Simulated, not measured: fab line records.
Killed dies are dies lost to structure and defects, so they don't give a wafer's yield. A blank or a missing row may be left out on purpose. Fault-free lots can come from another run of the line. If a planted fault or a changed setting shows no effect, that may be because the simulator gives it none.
Matching of chambers ; flow nand_harc ; 3 sister chambers for NHARC_A_STAIRCASE_DEP_325 on pecvd-02
The step deposits SiO2, target thk 7200 nm. 18 wafers are shown with their chamber, then 9 later ones without.

== WAFERS PAIRED WITH THEIR CHAMBERS ==
wafer;chamber;heater_power_outer_w (W);heater_power_w (W)
L074.2;0;357;644
L074.5;1;290;529
L074.6;2;380;600
L078.4;0;274;537
L078.5;2;376;612
L078.6;1;296;526
L086.1;1;358;599
L086.2;0;356;643
L086.6;2;381;612
L087.1;2;460;747
L087.2;1;389;656
L087.3;0;379;652
L089.2;2;466;725
L089.4;2;381;607
L089.5;1;294;541
L088.1;2;463;738
L088.2;1;355;636
L088.3;0;308;579

SIGNATURES, as means of the wafers listed above
reading;chamber 0;chamber 1;chamber 2;scatter within a chamber
heater_power_outer_w;334.80;330.33;415.29;43.4
heater_power_w;611.00;581.17;663.00;60.8
Rule: distance of a wafer from a chamber = root of the sum over the readings of ((wafer's reading minus chamber's mean) / reading's scatter) squared. If the next closest chamber is less than 2 further off than the closest, the wafer can't be placed; otherwise it belongs to the closest. The scatter: the root of (the sum of the squares of (reading less its chamber's mean) over the shown wafers, divided by (wafers less chambers)).

== WAFERS WITH NO CHAMBER GIVEN ==
wafer;heater_power_outer_w (W);heater_power_w (W)
L095.3;390;657
L095.4;377;610
L095.5;294;564
L096.1;399;667
L096.4;294;554
L096.5;288;568
L097.1;378;645
L097.2;332;612
L097.3;433;654

== CHAMBER TAKEN BY EACH ==
wafer;from the rows above;in truth
L095.3;can't be placed: 2 or 0 or 1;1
L095.4;can't be placed: 0 or 1 or 2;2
L095.5;can't be placed: 1 or 0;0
L096.1;can't be placed: 2 or 0 or 1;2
L096.4;can't be placed: 1 or 0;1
L096.5;can't be placed: 1 or 0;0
L097.1;can't be placed: 2 or 0 or 1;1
L097.2;can't be placed: 0 or 1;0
L097.3;can't be placed: 2 or 0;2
0 of 9 placed correctly. Not placeable from these rows: 9 (in 9, the candidates include the true chamber). Wrongly placed: 0.
